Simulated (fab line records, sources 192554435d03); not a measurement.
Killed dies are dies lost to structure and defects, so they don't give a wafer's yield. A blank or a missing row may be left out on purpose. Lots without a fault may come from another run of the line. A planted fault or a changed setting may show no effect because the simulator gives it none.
Chamber matching | flow n5_finfet | N5_BEOL_M14_ETCH_68 on rie_diel-06: 4 sister chambers
The step etches SOC in N2/H2, time 450 s. 16 wafers are shown with their chamber, then 8 later ones without.

WAFERS WITH THEIR CHAMBER
wafer  | chamber | drypump_motor_current_A (A) | showerhead_plenum_p_Torr (Torr) | throttle_valve_pct (%)
L074.1 | 3       | 5.7                         | 2.60                            | 17.73
L074.4 | 3       | 5.7                         | 2.60                            | 17.72
L074.5 | 2       | 5.8                         | 2.51                            | 18.00
L077.1 | 2       | 5.8                         | 2.51                            | 18.00
L077.2 | 0       | 4.8                         | 2.67                            | 17.84
L077.5 | 2       | 5.8                         | 2.51                            | 17.99
L078.2 | 1       | 6.3                         | 2.69                            | 17.92
L078.4 | 0       | 4.8                         | 2.67                            | 17.82
L078.6 | 1       | 6.3                         | 2.69                            | 17.94
L079.3 | 3       | 5.7                         | 2.60                            | 17.74
L079.4 | 1       | 6.2                         | 2.69                            | 17.92
L079.6 | 3       | 5.7                         | 2.60                            | 17.74
L081.2 | 3       | 5.6                         | 2.59                            | 17.75
L081.3 | 2       | 5.8                         | 2.50                            | 18.01
L081.4 | 1       | 6.3                         | 2.69                            | 17.93
L088.1 | 3       | 5.7                         | 2.58                            | 17.78

SIGNATURES (means of the wafers above)
reading                  | chamber 0 | chamber 1 | chamber 2 | chamber 3 | scatter within a chamber
drypump_motor_current_A  | 4.800     | 6.275     | 5.800     | 5.683     | 0.0363
showerhead_plenum_p_Torr | 2.6700    | 2.6900    | 2.5075    | 2.5950    | 0.00595
throttle_valve_pct       | 17.8300   | 17.9275   | 18.0000   | 17.7433   | 0.0153
Rule: a wafer's distance from a chamber is the root of the sum, over the readings, of the square of ((its reading less the chamber's mean) divided by the reading's scatter). The wafer belongs to the nearest chamber; if the next one is less than 2 further off, it can't be placed. The scatter: the root of (the sum of the squares of (reading less its chamber's mean) over the shown wafers, divided by (wafers less chambers)).

WAFERS WITHOUT THEIR CHAMBER
wafer  | drypump_motor_current_A (A) | showerhead_plenum_p_Torr (Torr) | throttle_valve_pct (%)
L088.4 | 4.8                         | 2.66                            | 17.89
L088.6 | 5.7                         | 2.58                            | 17.79
L093.1 | 6.2                         | 2.67                            | 17.98
L093.3 | 5.7                         | 2.58                            | 17.78
L093.4 | 4.8                         | 2.66                            | 17.90
L091.2 | 5.7                         | 2.58                            | 17.81
L091.5 | 5.7                         | 2.58                            | 17.81
L091.6 | 5.8                         | 2.50                            | 17.63

WHICH CHAMBER EACH WENT THROUGH
wafer  | from the rows above | in truth
L088.4 | 0                   | 0
L088.6 | 3                   | 3
L093.1 | 1                   | 1
L093.3 | 3                   | 3
L093.4 | 0                   | 0
L091.2 | 3                   | 3
L091.5 | 3                   | 3
L091.6 | 3                   | 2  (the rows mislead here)
Placed correctly: 7 of 8. Can't be placed from these rows: 0. Placed wrongly: 1.
